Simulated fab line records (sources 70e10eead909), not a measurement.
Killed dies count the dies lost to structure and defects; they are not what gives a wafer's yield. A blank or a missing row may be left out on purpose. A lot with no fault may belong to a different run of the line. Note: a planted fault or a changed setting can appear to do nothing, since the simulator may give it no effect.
2 desks looking at one fault | flow nand harc | every desk sees just its own numbers, and what lay behind them comes last

## AT THE TOOL OWNER'S DESK: rie si-03
The tool's own readings at NHARC_A_WL_FILL_ETCHBACK_26 (etches the open film in HBr, target depth 52 nm, time 13.3 s): means of the sampled wafers that have a number, for each lot that ran on this tool. Any lot whose mean is over 4 standard deviations away from the usual mean is out of limits and marked OUT; that distance is given in the brackets.
Columns: A = drypump motor current A at NHARC_A_WL_FILL_ETCHBACK_26, usual 5.6 A; B = oes product au at NHARC_A_WL_FILL_ETCHBACK_26, usual 0.997 a.u.; C = throttle valve pct at NHARC_A_WL_FILL_ETCHBACK_26, usual 23.266 %
lot  | first seen here | A   | B                | C
L961 | day 16 13:11    | 6.1 | 1.001            | 23.268
L964 | day 17 06:01    | 5.7 | 1.000            | 23.262
L965 | day 18 03:54    | 5.7 | 1.005            | 23.265
L969 | day 18 15:04    | 6.5 | 1.004            | 23.267
L975 | day 20 19:39    | 5.7 | 0.955 (-4.8) OUT | 23.270
L980 | day 21 08:35    | 5.8 | 0.954 (-4.9) OUT | 23.266
This desk's verdict: out of limits on L975, L980, starting with L975 at day 20 19:39 (oes product au at NHARC_A_WL_FILL_ETCHBACK_26). L961, L964, L965, L969: within limits.

## THE DEFECT DESK
For each lot, the counts of the inspections along the route, averaged over the sampled wafers that have a number. Any lot whose mean is over 4 standard deviations away from the usual mean is out of limits and marked OUT; that distance is given in the brackets.
Columns: A = raw defect count at NHARC_A_WL_FILL_INSPECT_15, usual 402
lot  | first seen here | A
L960 | day 16 19:16    | 299
L961 | day 17 04:25    | 561
L964 | day 17 21:41    | 326
L965 | day 18 09:59    | 317
L967 | day 18 14:38    | 305
L969 | day 18 21:08    | 243
L971 | day 20 10:36    | 333
L975 | day 21 05:58    | 456
L981 | day 21 21:55    | 467
L980 | day 22 00:04    | 288
L982 | day 22 14:50    | 329
L983 | day 22 17:16    | 458
This desk's finding: nothing out of limits on any of the 12 lots.

## TAKEN TOGETHER
On L975, L980, at day 20 19:39, an alarm was possible from the tool owner's desk.
Nothing out of limits was seen by the defect desk.
The defect desk has L975, L980 on record, within its limits.
Every lot named ran NHARC_A_WL_FILL_ETCHBACK_26 on rie si-03.

## WHAT HAD BEEN PUT IN BY THE SIMULATOR
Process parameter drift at NHARC_A_WL_FILL_ETCHBACK_26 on rie si-03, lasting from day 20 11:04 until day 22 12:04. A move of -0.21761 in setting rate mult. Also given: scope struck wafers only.
Lots struck among those shown: L975, L980.
Time in hours from fault onset to the first out-of-limits reading at each desk: the tool owner's desk, 9.
